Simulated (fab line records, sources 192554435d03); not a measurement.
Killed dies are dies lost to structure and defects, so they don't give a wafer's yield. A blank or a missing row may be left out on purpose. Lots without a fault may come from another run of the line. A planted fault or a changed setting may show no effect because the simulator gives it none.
A struck lot beside a sound one | flow n5_finfet | 12 steps out of a route of 1938
Sound: wafers L993.1, L993.4, L993.5. Struck: wafers L109.1, L109.4, L109.5. The cause comes at the end.
At each step with rows: each side's tool, then ch and its chambers, then its first start. Under that, the readings that differ: sound wafers | struck wafers | difference of the means | sigmas: that difference in standard deviations of wafers without a fault.
alike: readings whose means differ by less than 2 such deviations, and words and numbers that are the same on both sides. not compared: withheld readings, readings that some wafer has no value for, bounds like >300 that may hide the same value, and numbers for which the record gives no deviation and whose values overlap.
The two part at a step that has a row with sigmas, a row that says differs or no value, or rows on one side only. Numbers that don't overlap but have no deviation are shown without sigmas and don't part them. A reading that every wafer of one side lacks parts them only if that side has two wafers or more.

N5_START_INSPECT_01: inspects for defects (unpatterned scan).
  sound on defect_inspect-01, day 2 18:02; struck on defect_inspect-01, day 6 18:02
  alike: raw_defect_count
then, 2 steps without rows for these wafers: N5_ZERO_LAYER_PRECLEAN_00 (cleans in SPM, time 600 s); N5_ZERO_LAYER_SRD_01 (time 30 s, dry time 30 s).
N5_ZERO_LAYER_PECVD_02: deposits SiO2 from SiH4/N2O, target thk 10 nm, time 6 s.
  sound on pecvd-02 ch 0,1, day 2 18:17; struck on pecvd-04 ch 0,2, day 6 18:18
  alike: chamber_pressure_Torr, heater_power_w, showerhead_plenum_p_Torr
then, 4 steps without rows for these wafers: N5_ZERO_LAYER_HMDS_04 (time 60 s); N5_ZERO_LAYER_COAT_05 (resist thk 1000 nm); N5_ZERO_LAYER_EBR_07; N5_ZERO_LAYER_SOFTBAKE_06 (time 90 s).
N5_ZERO_LAYER_EXPOSE_08: exposes mask ZERO, defocus 0 nm, target cd 2000 nm.
  sound on krf_scanner-02 ch 0, day 2 18:29; struck on krf_scanner-01 ch 0, day 6 18:37
  reading              | sound                | struck               | difference | sigmas
  exposure_dose_mJ_cm2 | 16.216 16.221 16.173 | 16.481 16.479 16.470 | +0.273     | +16
  alike: mask, stage_vel_mm_s
then, 1 step without rows for these wafers: N5_ZERO_LAYER_PEB_09.
-- the record jumps here: 6 days lie between the struck wafers' starts before and after (it left off in module ZERO_LAYER and takes up again in module BEOL_M4, whose first step shown is number 1111 of the route) --
N5_BEOL_M4_RC_MEAS_101:
  sound on prober-02 ch 0, day 9 17:20; struck on prober-02 ch 0, day 13 05:14
  reading        | sound          | struck         | difference | sigmas
  DIBL_N (mV/V)  | 35.2 38.1 32.7 | 40.7 37.0 40.4 | +4.0       | +2
  IOFF_N (nA/um) | 0.14 0.19 0.11 | 0.28 0.18 0.25 | +0.09      | +3
  IOFF_P (nA/um) | 0.19 0.22 0.14 | 0.30 0.22 0.29 | +0.09      | +2
  ION_N (uA/um)  | 671 691 664    | 710 693 697    | +25        | +2
  VT_N (mV)      | 249 251 255    | 239 247 240    | -10        | -3
  VT_P (mV)      | -254 -252 -255 | -245 -248 -248 | +7         | +2
  alike: DIBL_P, ION_P, SS_N, SS_P
then, 1 step without rows for these wafers: N5_PASSIVATION_PROBE_49.

WHERE THEY PART
First at N5_ZERO_LAYER_EXPOSE_08; last, within this record, at N5_BEOL_M4_RC_MEAS_101.

WHY: what the simulator had put in
Process parameter drift: krf_scanner-01, from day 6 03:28 on, at N5_ZERO_LAYER_EXPOSE_08. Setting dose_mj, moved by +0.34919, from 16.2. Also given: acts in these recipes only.
